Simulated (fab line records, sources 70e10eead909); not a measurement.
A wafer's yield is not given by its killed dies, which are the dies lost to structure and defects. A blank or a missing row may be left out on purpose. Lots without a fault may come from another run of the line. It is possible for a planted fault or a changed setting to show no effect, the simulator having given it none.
What tool caused it? :: flow nand harc :: route of 1159 steps, sampled at 1 step: 14 lots, 42 wafers

## WHAT EACH GAUGE READ, for each wafer
NHARC_A_CONTACT_OVL_MEAS_09. Usual: overlay x nm 0.0 nm, standard deviation 0.71; overlay y nm -0.1 nm, standard deviation 0.84.
lot: L235
measured: day 16 15:40
on: overlay-02
overlay x nm (nm): -0.3 0.5 0.1
overlay y nm (nm): 0.0 -0.4 -0.6
flag: 

lot: L234
measured: day 16 16:55
on: overlay-02
overlay x nm (nm): 0.4 1.3 0.6
overlay y nm (nm): 0.7 0.9 0.4
flag: 

lot: L237
measured: day 17 02:56
on: overlay-01
overlay x nm (nm): -1.1 -0.4 -1.1
overlay y nm (nm): -0.5 -1.3 -1.4
flag: 

lot: L236
measured: day 17 05:23
on: overlay-01
overlay x nm (nm): -0.7 -0.4 -0.6
overlay y nm (nm): -0.3 0.1 0.0
flag: 

lot: L239
measured: day 17 20:25
on: overlay-01
overlay x nm (nm): 1.1 0.7 1.0
overlay y nm (nm): -1.4 -1.2 -0.7
flag: 

lot: L240
measured: day 18 00:16
on: overlay-02
overlay x nm (nm): -0.2 -0.1 -0.4
overlay y nm (nm): 0.4 -0.1 -0.5
flag: 

lot: L238
measured: day 18 13:43
on: overlay-01
overlay x nm (nm): -0.2 -0.4 -0.6
overlay y nm (nm): 0.8 0.4 0.8
flag: 

lot: L243
measured: day 18 16:46
on: overlay-02
overlay x nm (nm): 0.1 -0.3 -0.4
overlay y nm (nm): 1.3 1.6 1.0
flag: 

lot: L244
measured: day 19 09:38
on: overlay-01
overlay x nm (nm): 0.1 -0.2 -0.7
overlay y nm (nm): -0.6 -1.1 -1.4
flag: 

lot: L247
measured: day 20 05:22
on: overlay-02
overlay x nm (nm): 0.7 0.6 0.9
overlay y nm (nm): -0.7 -0.4 -0.5
flag: 

lot: L250
measured: day 20 14:40
on: overlay-01
overlay x nm (nm): 0.8 0.2 1.0
overlay y nm (nm): 0.9 0.5 0.9
flag: 

lot: L253
measured: day 21 08:36
on: overlay-01
overlay x nm (nm): -0.8 -1.3 -1.5
overlay y nm (nm): 1.5 1.8 1.8
flag: 

lot: L256
measured: day 22 12:03
on: overlay-02
overlay x nm (nm): -0.4 -0.9 -0.5
overlay y nm (nm): 0.2 0.4 0.3
flag: 

lot: L257
measured: day 23 00:57
on: overlay-01
overlay x nm (nm): 0.5 0.8 0.7
overlay y nm (nm): -1.1 -1.1 -0.8
flag: 

## TOOL THAT RAN EACH LOT (tool first, then ch and the chambers of the sampled wafers, then the start)
The record shows no process step preceding these readings.

## AS READ BY THE TOOLS THEMSELVES (means over the sampled wafers that have a number; for cases with no such wafer, the mark the record gives instead)
The record holds no such reading with a usual standard deviation.

## THE ANSWER, worked out from the rows above alone
Rule: lot off if the mean of its wafers having a number is beyond 3 standard deviations from the usual mean. Also off: a lot with no number at a reading for which 4 or more lots have one. The other lots that the step has rows for count as sound. After the gauges, taken in route order, come the tools' own readings; for these a lot's mean is taken, as printed above. The first step at which some lot is off is used, and at that step the reading that is off furthest; a lot without a number counts as furthest.
None of the lots is off at any reading shown; this tells nothing.

## WHAT THE SIMULATOR HAD PUT IN
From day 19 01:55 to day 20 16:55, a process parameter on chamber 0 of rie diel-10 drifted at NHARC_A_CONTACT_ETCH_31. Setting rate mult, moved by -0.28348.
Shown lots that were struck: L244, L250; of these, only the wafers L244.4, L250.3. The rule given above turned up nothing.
